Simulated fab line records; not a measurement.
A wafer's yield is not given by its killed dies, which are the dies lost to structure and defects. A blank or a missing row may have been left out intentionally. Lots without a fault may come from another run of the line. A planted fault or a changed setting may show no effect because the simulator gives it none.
fab line records | flow nand_harc | part 2 of 2: steps 4 to 6 of 6
[record] lots = 18 | wafers = 54 | last_day = 24
route steps=1159 shown A_CHANNEL_FILL_D1@509 A_STAIRCASE@530
lots that met no fault: taken from a fault-free run of the same line
start_h: hours from the record's opening day to when the first of the lot's shown wafers began | wait_h: hours since the lot's step before | " identical to the entry in the row above | L1.1+2: one row covering several wafers at once | - no value, or no start given | * or withheld: withheld | < > ~ a bound
route shown NAME@n: names a module that has steps shown in the file, with the first one's number in the route | usual: mean/standard deviation taken from wafers without a fault | same: alike in all rows | chamber/n: place in a boat | sites: the reading at each site | _std_site: standard deviation of those values | _edge_site: outer sites' mean less inner sites' | radius_mm: how far each site lies from the wafer's centre | mask NAME#n: copy n | behind: the most recent tool/chamber to have shaped the wafer | hold: why the lot was held/for how many hours/how that ended | device: which transistor (n, p or np) failed to switch | end of line: at the end of the route, the tests of the same wafers | a step without rows: its recipe alone | killed: dies lost to structure and defects at the first sort, not the wafer's yield | map: the dies of a wafer, with x for killed, . for not killed, _ for no die there
set.NAME: the setting as run; set.NAME@STEP: as run at that earlier step | model.NAME: the simulator's own value behind a step, which no gauge read
one table for each step of the route and one row for each wafer, over a sample of lots
services: when a tool's chamber went out of use (start_h, in hours from the record's first day, below 0 if earlier), for how many hours, and the reason
[[steps]]
[step NHARC_A_STAIRCASE_TRIM_22]
[recipe] time_s = 211.2 | o2_flow_sccm = 500 | ar_flow_sccm = 0 | bias_w = 0 | chemistry = O2
[usual] drypump_motor_current_A = 6.0/0.44 | mfc_ar_sccm = 0.006/0.0078 | o2_flow_sccm = 500.2/1.2 | oes_product_au = 0.999/0.011 | rf_vpp_V = 57.7/0.89 | showerhead_plenum_p_Torr = 3.49/0.16 | throttle_valve_pct = 17.035/0.009
[same] time_s = 211.2
lot.wafer | tool        | chamber | start_h | wait_h | drypump_motor_current_A | mfc_ar_sccm | o2_flow_sccm | oes_product_au | rf_hours_counter_h | rf_vpp_V | showerhead_plenum_p_Torr | throttle_valve_pct
L075.3    | rie_diel-13 | 0       | -       | -      | 5.0                     | 0           | 500.3        | 1.006          | 52                 | 57.5     | 3.36                     | 17.028
L075.4    | "           | 1       | "       | "      | 6.3                     | 0.006       | 501.5        | 1.009          | 50                 | 58.7     | 3.65                     | 17.028
L075.1    | "           | 2       | "       | "      | 6.1                     | 0.014       | 498.7        | 0.995          | 52                 | 58.4     | 3.63                     | 17.034
L076.1    | rie_diel-03 | 0       | -       | -      | 5.8                     | 0           | 500.5        | 1.000          | 9                  | 58.4     | 3.51                     | 17.033
L076.2    | "           | 2       | "       | "      | 6.3                     | 0.025       | 500.9        | 0.998          | 9                  | 57.3     | 3.31                     | 17.030
L076.6    | "           | 3       | "       | "      | 6.2                     | 0           | 497.5        | 1.002          | -                  | 56.7     | 3.51                     | 17.041
L078.4    | rie_diel-13 | 0       | -       | -      | 5.0                     | 0           | 500.6        | 1.016          | 54                 | 57.2     | 3.36                     | 17.032
L078.3    | "           | 1       | "       | "      | 6.3                     | 0.006       | 499.0        | 0.989          | 52                 | 57.6     | 3.65                     | 17.037
L078.1    | "           | 2       | "       | "      | 6.1                     | 0.014       | 500.0        | 0.994          | 53                 | 58.9     | 3.63                     | 17.026
L074.1    | rie_diel-03 | 2       | -       | -      | 6.3                     | 0.025       | 500.5        | 1.008          | 10                 | 57.0     | 3.31                     | 17.036
L074.2    | "           | 3       | "       | "      | 6.2                     | 0           | 497.6        | 1.010          | 11                 | 57.2     | 3.51                     | 17.030
L074.5    | "           | 2       | "       | "      | 6.3                     | 0.025       | 499.2        | 1.004          | -                  | 57.6     | 3.30                     | 17.058
L079.1    | rie_diel-13 | 1       | -       | -      | 6.2                     | 0.006       | 499.1        | 0.997          | 56                 | 56.7     | 3.65                     | 17.038
L079.3    | "           | 2       | "       | "      | 6.1                     | 0.014       | 501.3        | 1.007          | 58                 | 59.2     | 3.63                     | 17.050
L079.4    | "           | 3       | "       | "      | 6.4                     | 0.004       | 498.1        | 0.994          | 58                 | 58.4     | 3.27                     | 17.044
L083.2    | rie_diel-01 | 1       | -       | -      | 5.9                     | 0           | 500.3        | 0.993          | 52                 | 56.6     | 3.42                     | 17.032
L083.1    | "           | 0       | "       | "      | 6.1                     | 0.009       | 499.6        | 0.979          | 54                 | 58.0     | 3.62                     | 17.039
L083.6    | "           | 1       | "       | "      | 5.9                     | 0           | 501.1        | 0.984          | -                  | 56.3     | 3.42                     | 17.032
L082.2    | rie_diel-13 | 3       | -       | -      | 6.4                     | 0.004       | 499.6        | 0.980          | 0                  | 57.8     | 3.81                     | 17.039
L082.1    | "           | 2       | "       | "      | 6.1                     | 0.014       | 501.0        | 1.002          | 0                  | 59.0     | 3.63                     | 17.038
L082.5    | "           | 0       | "       | "      | 5.0                     | 0           | 500.1        | 1.026          | -                  | 57.1     | 3.35                     | 17.050
L089.2    | rie_diel-13 | 3       | -       | -      | 6.4                     | 0.004       | 500.4        | 0.983          | 9                  | 59.1     | 3.80                     | 17.032
L089.4    | "           | 1       | "       | "      | 6.2                     | 0.006       | 501.0        | 1.005          | 10                 | 57.2     | 3.64                     | 17.033
L089.6    | "           | 0       | "       | "      | 5.0                     | 0           | 501.9        | 1.021          | -                  | 58.2     | 3.35                     | 17.026
L085.2    | rie_diel-01 | 0       | -       | -      | 6.1                     | 0.009       | 498.3        | 0.977          | 62                 | 57.0     | 3.61                     | 17.017
L085.3    | "           | 1       | "       | "      | 5.8                     | 0           | 498.6        | 0.989          | 60                 | 58.7     | 3.42                     | 17.024
L085.1    | "           | 3       | "       | "      | 5.2                     | 0.004       | 500.6        | 0.988          | 63                 | 57.6     | 3.30                     | 17.046
L087.2    | rie_diel-13 | 1       | -       | -      | 6.3                     | 0.006       | 500.8        | 0.999          | 13                 | 58.6     | 3.64                     | 17.024
L087.4    | "           | 0       | "       | "      | 5.0                     | 0           | 499.1        | 1.020          | 13                 | 57.4     | 3.34                     | 17.024
L087.5    | "           | 1       | "       | "      | 6.3                     | 0.006       | 501.1        | 0.999          | -                  | 56.7     | 3.64                     | 17.038
L086.3    | rie_diel-13 | 1       | -       | -      | 6.3                     | 0.006       | 502.1        | 1.004          | 17                 | 59.2     | 3.64                     | 17.038
L086.1    | "           | 2       | "       | "      | 6.1                     | 0.014       | 500.3        | 1.002          | 16                 | 57.9     | 3.62                     | 17.032
L086.6    | "           | 2       | "       | "      | 6.2                     | 0.014       | 498.2        | 0.992          | -                  | 58.3     | 3.62                     | 17.040
L088.2    | rie_diel-01 | 0       | -       | -      | 6.1                     | 0.009       | 499.0        | 0.983          | 2                  | 58.4     | 3.61                     | 17.038
L088.1    | "           | 1       | "       | "      | 5.8                     | 0           | 500.1        | 0.994          | 2                  | 58.7     | 3.42                     | 17.054
L088.5    | "           | 1       | "       | "      | 5.8                     | 0           | 500.5        | 0.986          | -                  | 58.2     | 3.42                     | 17.048
L091.4    | rie_diel-13 | 1       | -       | -      | 6.3                     | 0.006       | 502.1        | 1.003          | 22                 | 57.4     | 3.63                     | 17.032
L091.3    | "           | 3       | "       | "      | 6.4                     | 0.004       | 500.8        | 0.983          | 22                 | 57.6     | 3.80                     | 17.036
L091.1    | "           | 0       | "       | "      | 5.0                     | 0           | 498.4        | 1.006          | 23                 | 57.2     | 3.34                     | 17.038
L092.5    | rie_diel-03 | 0       | -       | -      | 5.9                     | 0           | 500.5        | 1.011          | -                  | 57.9     | 3.49                     | 17.036
L092.4    | "           | 2       | "       | "      | 6.3                     | 0.025       | 502.4        | 1.010          | -                  | 57.2     | 3.29                     | 17.051
L092.6    | "           | 3       | "       | "      | 6.2                     | 0           | 500.1        | 1.011          | -                  | 56.5     | 3.49                     | 17.034
L094.1    | rie_diel-03 | 3       | -       | -      | 6.2                     | 0           | 501.2        | 1.006          | 51                 | 56.4     | 3.49                     | 17.039
L094.2    | "           | 0       | "       | "      | 5.9                     | 0           | 499.7        | 0.989          | 49                 | 57.7     | 3.49                     | 17.025
L094.6    | "           | 2       | "       | "      | 6.3                     | 0.025       | 500.0        | 1.004          | -                  | 56.5     | 3.28                     | 17.049
L093.3    | rie_diel-03 | 0       | -       | -      | 5.9                     | 0           | 498.9        | 0.993          | 49                 | 57.4     | 3.49                     | 17.033
L093.6    | "           | 0       | "       | "      | 5.8                     | 0           | 499.7        | 0.998          | -                  | 57.5     | 3.49                     | 17.031
L093.4    | "           | 3       | "       | "      | 6.2                     | 0           | 499.1        | 1.003          | -                  | 57.9     | 3.49                     | 17.028
L095.1    | rie_diel-13 | 3       | -       | -      | 6.4                     | 0.004       | 499.6        | 0.989          | 31                 | 58.4     | 3.79                     | 17.036
L095.4    | "           | 0       | "       | "      | 5.0                     | 0           | 500.6        | 1.018          | 31                 | 59.3     | 3.34                     | 17.043
L095.6    | "           | 1       | "       | "      | 6.2                     | 0.006       | 498.3        | 1.009          | -                  | 58.4     | 3.63                     | 17.037
L097.4    | rie_diel-13 | 3       | -       | -      | 6.4                     | 0.004       | 497.1        | 0.989          | 34                 | 58.2     | 3.79                     | 17.032
L097.2    | "           | 0       | "       | "      | 5.0                     | 0           | 497.2        | 1.018          | 32                 | 56.8     | 3.33                     | 17.022
L097.6    | "           | 3       | "       | "      | 6.4                     | 0.004       | 499.1        | 0.984          | -                  | 59.4     | 3.79                     | 17.036
[step NHARC_A_STAIRCASE_TRIM_196]
[recipe] time_s = 211.2 | o2_flow_sccm = 500 | ar_flow_sccm = 0 | bias_w = 0 | chemistry = O2
[usual] drypump_motor_current_A = 5.9/0.44 | mfc_ar_sccm = 0.005/0.0071 | o2_flow_sccm = 500.2/1.7 | oes_product_au = 1.000/0.011 | rf_vpp_V = 57.6/0.96 | showerhead_plenum_p_Torr = 3.48/0.16 | throttle_valve_pct = 17.035/0.0092
[same] time_s = 211.2
lot.wafer | tool        | chamber | start_h | wait_h | drypump_motor_current_A | mfc_ar_sccm | o2_flow_sccm | oes_product_au | rf_hours_counter_h | rf_vpp_V | showerhead_plenum_p_Torr | throttle_valve_pct
L075.4    | rie_diel-03 | 3       | 252.80  | 0.1    | 6.2                     | 0           | 500.6        | 1.000          | 11                 | 58.6     | 3.51                     | 17.034
L075.1    | "           | 0       | "       | "      | 5.8                     | 0           | 503.4        | 1.007          | 10                 | 57.9     | 3.51                     | 17.020
L075.3    | "           | 2       | "       | "      | 6.3                     | 0.025       | 502.6        | 1.006          | 10                 | 55.8     | 3.30                     | 17.021
L076.1    | rie_diel-01 | 2       | 253.83  | 0.1    | 6.2                     | 0           | 498.7        | 1.001          | 40                 | 56.7     | 3.39                     | 17.011
L076.2    | "           | 0       | "       | "      | 6.1                     | 0.009       | 501.0        | 0.979          | 39                 | 57.9     | 3.63                     | 17.034
L076.6    | "           | 1       | "       | "      | 5.9                     | 0           | 501.7        | 0.991          | -                  | 57.8     | 3.43                     | 17.035
L078.4    | rie_diel-03 | 0       | 257.02  | 0.1    | 5.8                     | 0           | 498.4        | 1.009          | 11                 | 57.3     | 3.51                     | 17.037
L078.3    | "           | 1       | "       | "      | 6.1                     | 0           | 500.2        | 1.006          | 11                 | 58.3     | 3.28                     | 17.052
L078.1    | "           | 2       | "       | "      | 6.3                     | 0.025       | 502.4        | 1.010          | 12                 | 57.1     | 3.30                     | 17.027
L074.2    | rie_diel-13 | 0       | 257.80  | 0.2    | 5.0                     | 0           | 501.9        | 1.009          | 55                 | 56.1     | 3.36                     | 17.023
L074.1    | "           | 2       | "       | "      | 6.1                     | 0.014       | 499.9        | 0.988          | 55                 | 57.7     | 3.63                     | 17.037
L074.5    | "           | 0       | "       | "      | 4.9                     | 0           | 501.6        | 1.006          | -                  | 57.6     | 3.35                     | 17.036
L079.3    | rie_diel-01 | 2       | 266.37  | 0.1    | 6.2                     | 0           | 498.6        | 0.999          | 46                 | 56.9     | 3.39                     | 17.027
L079.4    | "           | 3       | "       | "      | 5.2                     | 0.004       | 501.4        | 1.002          | 50                 | 58.2     | 3.30                     | 17.031
L079.1    | "           | 0       | "       | "      | 6.1                     | 0.009       | 500.5        | 0.975          | 48                 | 57.7     | 3.62                     | 17.028
L083.2    | rie_diel-13 | 1       | 289.14  | 0.1    | 6.3                     | 0.006       | 500.1        | 1.003          | 2                  | 58.1     | 3.64                     | 17.046
L083.1    | "           | 3       | "       | "      | 6.4                     | 0.004       | 501.7        | 0.987          | 2                  | 59.1     | 3.81                     | 17.033
L083.6    | "           | 1       | "       | "      | 6.3                     | 0.006       | 499.8        | 0.991          | -                  | 57.9     | 3.64                     | 17.027
L082.1    | rie_diel-01 | 2       | 289.50  | 0.1    | 6.2                     | 0           | 498.0        | 1.008          | 54                 | 58.2     | 3.38                     | 17.050
L082.2    | "           | 3       | "       | "      | 5.3                     | 0.004       | 498.7        | 1.006          | 58                 | 58.3     | 3.30                     | 17.042
L082.5    | "           | 1       | "       | "      | 5.8                     | 0           | 500.2        | 0.991          | -                  | 56.6     | 3.42                     | 17.055
L089.4    | rie_diel-13 | 1       | 312.99  | 0.1    | 6.2                     | 0.006       | 503.8        | 1.002          | 11                 | 57.5     | 3.64                     | 17.020
L089.2    | "           | 2       | "       | "      | 6.0                     | 0.014       | 500.9        | 1.000          | 10                 | 58.3     | 3.62                     | 17.029
L089.6    | "           | 3       | "       | "      | 6.4                     | 0.004       | 498.2        | 0.983          | -                  | 58.4     | 3.80                     | 17.043
L085.3    | rie_diel-13 | 3       | 315.61  | 0.1    | 6.4                     | 0.004       | 502.0        | 0.978          | 10                 | 59.2     | 3.80                     | 17.035
L085.2    | "           | 0       | "       | "      | 5.0                     | 0           | 499.1        | 1.024          | 11                 | 57.2     | 3.34                     | 17.035
L085.1    | "           | 2       | "       | "      | 6.1                     | 0.014       | 496.0        | 0.992          | 10                 | 57.9     | 3.62                     | 17.030
L087.2    | rie_diel-03 | 3       | 325.43  | 0.1    | 6.2                     | 0           | 498.5        | 1.001          | 40                 | 57.4     | 3.50                     | 17.029
L087.4    | "           | 3       | "       | "      | 6.2                     | 0           | 497.7        | 1.005          | -                  | 59.2     | 3.50                     | 17.033
L087.5    | "           | 0       | "       | "      | 5.8                     | 0           | 500.6        | 1.014          | -                  | 57.2     | 3.49                     | 17.039
L086.1    | rie_diel-13 | 0       | 330.59  | 0.1    | 5.0                     | 0           | 500.0        | 1.014          | 19                 | 56.6     | 3.34                     | 17.030
L086.3    | "           | 3       | "       | "      | 6.4                     | 0.004       | 499.7        | 0.992          | 18                 | 58.7     | 3.80                     | 17.054
L086.6    | "           | 1       | "       | "      | 6.3                     | 0.006       | 501.5        | 1.013          | -                  | 59.9     | 3.64                     | 17.035
L088.1    | rie_diel-13 | 2       | 337.19  | 0.1    | 6.1                     | 0.014       | 500.2        | 0.978          | 19                 | 57.8     | 3.61                     | 17.047
L088.2    | "           | 1       | "       | "      | 6.2                     | 0.006       | 503.2        | 0.999          | 20                 | 57.5     | 3.63                     | 17.040
L088.5    | "           | 3       | "       | "      | 6.4                     | 0.004       | 499.0        | 0.986          | -                  | 58.2     | 3.80                     | 17.035
L091.4    | rie_diel-01 | 3       | 344.30  | 0.1    | 5.3                     | 0.004       | 499.1        | 0.995          | 7                  | 56.9     | 3.29                     | 17.029
L091.3    | "           | 1       | "       | "      | 5.9                     | 0           | 501.6        | 0.997          | 7                  | 56.9     | 3.41                     | 17.019
L091.1    | "           | 2       | "       | "      | 6.2                     | 0           | 500.1        | 0.995          | 7                  | 56.4     | 3.37                     | 17.034
L092.4    | rie_diel-13 | 2       | 344.54  | 0.1    | 6.0                     | 0.014       | 502.5        | 1.003          | 24                 | 57.3     | 3.61                     | 17.023
L092.5    | "           | 0       | "       | "      | 5.0                     | 0           | 503.0        | 1.014          | -                  | 57.3     | 3.34                     | 17.038
L092.6    | "           | 1       | "       | "      | 6.2                     | 0.006       | 499.3        | 1.000          | -                  | 57.8     | 3.63                     | 17.030
L094.2    | rie_diel-03 | 0       | 355.80  | 0.1    | 5.8                     | 0           | 497.5        | 0.998          | 50                 | 57.8     | 3.49                     | 17.023
L094.1    | "           | 2       | "       | "      | 6.3                     | 0.025       | 503.2        | 1.002          | 52                 | 56.4     | 3.28                     | 17.032
L094.6    | "           | 3       | "       | "      | 6.2                     | 0           | 501.3        | 1.008          | -                  | 57.8     | 3.49                     | 17.035
L093.3    | rie_diel-01 | 3       | 356.15  | 0.1    | 5.2                     | 0.004       | 499.1        | 1.009          | 10                 | 56.6     | 3.29                     | 17.025
L093.4    | "           | 1       | "       | "      | 5.8                     | 0           | 501.6        | 0.994          | 12                 | 57.7     | 3.41                     | 17.025
L093.6    | "           | 2       | "       | "      | 6.2                     | 0           | 500.4        | 0.988          | -                  | 57.7     | 3.37                     | 17.031
L095.1    | rie_diel-13 | 1       | 367.74  | 0.1    | 6.2                     | 0.006       | 501.1        | 1.002          | 32                 | 57.6     | 3.63                     | 17.032
L095.4    | "           | 3       | "       | "      | 6.4                     | 0.004       | 500.0        | 0.989          | 34                 | 56.7     | 3.79                     | 17.038
L095.6    | "           | 2       | "       | "      | 6.1                     | 0.014       | 501.4        | 0.992          | -                  | 58.5     | 3.61                     | 17.044
L097.2    | rie_diel-03 | 3       | 370.35  | 0.1    | 6.2                     | 0           | 499.2        | 1.013          | 59                 | 58.7     | 3.49                     | 17.030
L097.6    | "           | 3       | "       | "      | 6.2                     | 0           | 501.0        | 1.010          | -                  | 57.6     | 3.49                     | 17.035
L097.4    | "           | 0       | "       | "      | 5.9                     | 0           | 500.2        | 1.006          | -                  | 56.7     | 3.48                     | 17.031
[step NHARC_A_STAIRCASE_ETCH_197]
[recipe] target_depth_a = 1000 | time_s = 40.5 | ion_energy_ev = 400 | c4f8_flow_sccm = 20 | o2_flow_sccm = 10 | ar_flow_sccm = withheld | rf_w = 600 | bias_w = 1000 | chemistry = C4F8/O2
[usual] oes_product_au = 0.945/0.016 | rf_vpp_V = 894/5.8
[same] time_s = 40.5
lot.wafer | tool        | chamber | start_h | wait_h | oes_product_au | rf_hours_counter_h | rf_vpp_V
L075.1    | rie_diel-03 | 1       | -       | -      | 0.944          | 9                  | 887
L075.3    | "           | 3       | "       | "      | 0.934          | 11                 | 895
L075.4    | "           | 0       | "       | "      | 0.948          | 10                 | 896
L076.2    | rie_diel-01 | 1       | -       | -      | 0.934          | 38                 | 892
L076.1    | "           | 2       | "       | "      | 0.942          | 40                 | 893
L076.6    | "           | 0       | "       | "      | 0.933          | -                  | 899
L078.4    | rie_diel-03 | 2       | -       | -      | 0.951          | 12                 | 888
L078.1    | "           | 3       | "       | "      | 0.950          | 12                 | 896
L078.3    | "           | 0       | "       | "      | 0.947          | 12                 | 895
L074.1    | rie_diel-13 | 3       | -       | -      | 0.933          | 56                 | 886
L074.2    | "           | 1       | "       | "      | 0.944          | 54                 | 901
L074.5    | "           | 2       | "       | "      | 0.948          | -                  | 899
L079.4    | rie_diel-01 | 0       | -       | -      | 0.923          | 48                 | 900
L079.1    | "           | 1       | "       | "      | 0.936          | 45                 | 892
L079.3    | "           | 2       | "       | "      | 0.947          | 46                 | 891
L083.2    | rie_diel-13 | 2       | -       | -      | 0.925          | 2                  | 901
L083.1    | "           | 3       | "       | "      | 0.928          | 2                  | 905
L083.6    | "           | 0       | "       | "      | 0.965          | -                  | 888
L082.2    | rie_diel-01 | 0       | -       | -      | 0.908          | 57                 | 899
L082.1    | "           | 1       | "       | "      | 0.917          | 54                 | 892
L082.5    | "           | 0       | "       | "      | 0.911          | -                  | 899
L089.4    | rie_diel-13 | 3       | -       | -      | 0.938          | 10                 | 905
L089.2    | "           | 0       | "       | "      | 0.969          | 11                 | 889
L089.6    | "           | 3       | "       | "      | 0.929          | -                  | 907
L085.3    | rie_diel-13 | 0       | -       | -      | 0.940          | 12                 | 888
L085.2    | "           | 2       | "       | "      | 0.920          | 10                 | 899
L085.1    | "           | 3       | "       | "      | 0.924          | 11                 | 906
L087.2    | rie_diel-03 | 3       | -       | -      | 0.933          | 40                 | 896
L087.4    | "           | 3       | "       | "      | 0.934          | -                  | 896
L087.5    | "           | 0       | "       | "      | 0.927          | -                  | 895
L086.1    | rie_diel-13 | 0       | -       | -      | 0.951          | 19                 | 892
L086.3    | "           | 2       | "       | "      | 0.935          | 18                 | 899
L086.6    | "           | 1       | "       | "      | 0.940          | -                  | 900
L088.1    | rie_diel-13 | 0       | -       | -      | 0.929          | 21                 | 890
L088.2    | "           | 2       | "       | "      | 0.915          | 19                 | 900
L088.5    | "           | 0       | "       | "      | 0.930          | -                  | 887
L091.4    | rie_diel-01 | 1       | -       | -      | 0.971          | 7                  | 892
L091.3    | "           | 2       | "       | "      | 0.963          | 7                  | 890
L091.1    | "           | 3       | "       | "      | 0.955          | 7                  | 887
L092.4    | rie_diel-13 | 0       | -       | -      | 0.958          | 25                 | 889
L092.5    | "           | 1       | "       | "      | 0.954          | -                  | 898
L092.6    | "           | 2       | "       | "      | 0.946          | -                  | 899
L094.2    | rie_diel-03 | 0       | -       | -      | 0.961          | 50                 | 894
L094.1    | "           | 2       | "       | "      | 0.953          | 52                 | 887
L094.6    | "           | 3       | "       | "      | 0.955          | -                  | 895
L093.4    | rie_diel-01 | 1       | -       | -      | 0.962          | 12                 | 892
L093.3    | "           | 2       | "       | "      | 0.945          | 11                 | 892
L093.6    | "           | 1       | "       | "      | 0.970          | -                  | 891
L095.1    | rie_diel-13 | 2       | -       | -      | 0.968          | 34                 | 900
L095.4    | "           | 0       | "       | "      | 0.993          | 33                 | 890
L095.6    | "           | 3       | "       | "      | 0.983          | -                  | 905
L097.2    | rie_diel-03 | 0       | -       | -      | 0.949          | 57                 | 896
L097.4    | "           | 3       | "       | "      | 0.945          | -                  | 896
L097.6    | "           | 0       | "       | "      | 0.941          | -                  | 896
[[services]]
tool        | chamber | start_h | hours | kind
rie_diel-03 | -       | 215.30  | 9.0   | pm
rie_diel-07 | -       | 224.97  | 0.5   | repair
rie_diel-07 | -       | 228.53  | 9.0   | pm
rie_diel-13 | 0       | 230.16  | -     | clean
rie_diel-13 | 1       | 230.16  | -     | clean
rie_diel-13 | 2       | 230.16  | -     | clean
rie_diel-13 | 3       | 230.16  | -     | clean
rie_diel-13 | 0       | 254.66  | -     | clean
rie_diel-13 | 1       | 254.66  | -     | clean
rie_diel-13 | 2       | 254.66  | -     | clean
rie_diel-13 | 3       | 254.66  | -     | clean
rie_diel-08 | 3       | 260.81  | 3.3   | repair
rie_diel-07 | 3       | 264.26  | 9.9   | repair
rie_diel-13 | -       | 264.36  | 2.3   | repair
rie_diel-13 | -       | 276.05  | 9.0   | pm
rie_diel-05 | 3       | 285.50  | 7.2   | repair
rie_diel-05 | -       | 286.78  | 0.9   | repair
rie_diel-08 | -       | 301.80  | 9.0   | pm
rie_diel-01 | -       | 314.85  | 9.0   | pm
rie_diel-01 | 0       | 337.73  | 3.3   | repair
rie_diel-05 | -       | 340.60  | 9.0   | pm
rie_diel-03 | 2       | 343.78  | 5.5   | repair
rie_diel-05 | 2       | 359.40  | 1.3   | repair
rie_diel-08 | 0       | 363.55  | 4.1   | repair
